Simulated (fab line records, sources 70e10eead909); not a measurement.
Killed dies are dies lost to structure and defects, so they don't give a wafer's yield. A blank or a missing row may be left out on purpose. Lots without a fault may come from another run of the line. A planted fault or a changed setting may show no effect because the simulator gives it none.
A struck lot beside a sound one | flow nand_harc | 15 steps out of a route of 1302
Sound: wafers L101.2, L101.3, L101.4. Struck: wafers L117.1, L117.5, L117.6. The cause comes at the end.
At each step with rows: each side's tool, then ch and its chambers, then its first start. Under that, the readings that differ: sound wafers | struck wafers | difference of the means | sigmas: that difference in standard deviations of wafers without a fault.
alike: readings whose means differ by less than 2 such deviations, and words and numbers that are the same on both sides. not compared: withheld readings, readings that some wafer has no value for, bounds like >300 that may hide the same value, and numbers for which the record gives no deviation and whose values overlap.
The two part at a step that has a row with sigmas, a row that says differs or no value, or rows on one side only. Numbers that don't overlap but have no deviation are shown without sigmas and don't part them. A reading that every wafer of one side lacks parts them only if that side has two wafers or more.

first, 1 step without rows for these wafers: NHARC_A_DECK1_JOINT_SRD_15.
NHARC_A_DECK1_JOINT_DEP_16: deposits SiO2, target thk 45 nm.
  sound on pecvd-02 ch 0,2, day 12 14:56; struck on pecvd-02 ch 0,1,2, day 18 23:17
  alike: heater_power_w, throttle_valve_pct
NHARC_A_DECK1_JOINT_THK_MEAS_17: measures by ellipsometry.
  sound on film_metro-01, day 12 15:13; struck on film_metro-02, day 18 23:36
  alike: thk_nm
NHARC_A_DECK1_JOINT_INSPECT_05:
  sound on defect_inspect-02, day 12 15:16; struck on defect_inspect-01, day 18 23:38
  alike: raw_defect_count
then, 1 step without rows for these wafers: NHARC_A_ONON_D2_DEP_00 (target thk 1000 nm).
NHARC_A_ONON_D2_THK_MEAS_02: measures by ellipsometry.
  sound on film_metro-01, day 12 15:50; struck on film_metro-02, day 19 00:13
  alike: thk_nm
then, 1 step without rows for these wafers: NHARC_A_ONON_D2_DEP_03 (target thk 1000 nm).
NHARC_A_ONON_D2_THK_MEAS_05: measures by ellipsometry.
  sound on film_metro-02, day 12 16:24; struck on film_metro-02, day 19 00:47
  alike: thk_nm
then, 1 step without rows for these wafers: NHARC_A_ONON_D2_DEP_06 (target thk 1000 nm).
NHARC_A_ONON_D2_THK_MEAS_08: measures by ellipsometry.
  sound on film_metro-02, day 12 16:58; struck on film_metro-02, day 19 01:21
  alike: thk_nm
then, 1 step without rows for these wafers: NHARC_A_ONON_D2_DEP_09 (target thk 1000 nm).
NHARC_A_ONON_D2_THK_MEAS_11: measures by ellipsometry.
  sound on film_metro-02, day 12 17:32; struck on film_metro-02, day 19 01:55
  alike: thk_nm
NHARC_A_ONON_D2_DEP_12: target thk 1000 nm.
  sound on pecvd_onon-03 ch 0, day 12 17:39; struck on pecvd_onon-03 ch 0, day 19 01:58
  alike: n2o_flow_sccm
NHARC_A_ONON_D2_THK_MEAS_14: measures by ellipsometry.
  sound on film_metro-02, day 12 18:06; struck on film_metro-02, day 19 02:39
  reading     | sound          | struck      | difference | sigmas
  thk_nm (nm) | 1009 1008 1008 | 650 648 649 | -359       | -36
  not compared: hold
-- the record jumps here: 14 days lie between the struck wafers' starts before and after (it left off in module A_ONON_D2 and takes up again in module END, whose first step shown is number 1302 of the route) --
NHARC_END_SORT_01:
  sound on prober-02 ch 0, day 25 02:05; struck on prober-01 ch 0, day 32 16:17
  reading         | sound    | struck                                                               | difference                   | sigmas
  hold            | - - -    | await_dispo/3.8h/scrap await_dispo/3.8h/scrap await_dispo/3.8h/scrap | no value on the sound wafers |
  killed_at_array | 23 23 25 | 671 675 668                                                          | +648                         | +31
  killed_dies     | 31 28 32 | 677 677 677                                                          | +647                         | +31
  alike: killed_at_other, killed_at_periphery, killed_open, killed_short

WHERE THEY PART
First at NHARC_A_ONON_D2_THK_MEAS_14; last, within this record, at NHARC_END_SORT_01.

WHY: what the simulator had put in
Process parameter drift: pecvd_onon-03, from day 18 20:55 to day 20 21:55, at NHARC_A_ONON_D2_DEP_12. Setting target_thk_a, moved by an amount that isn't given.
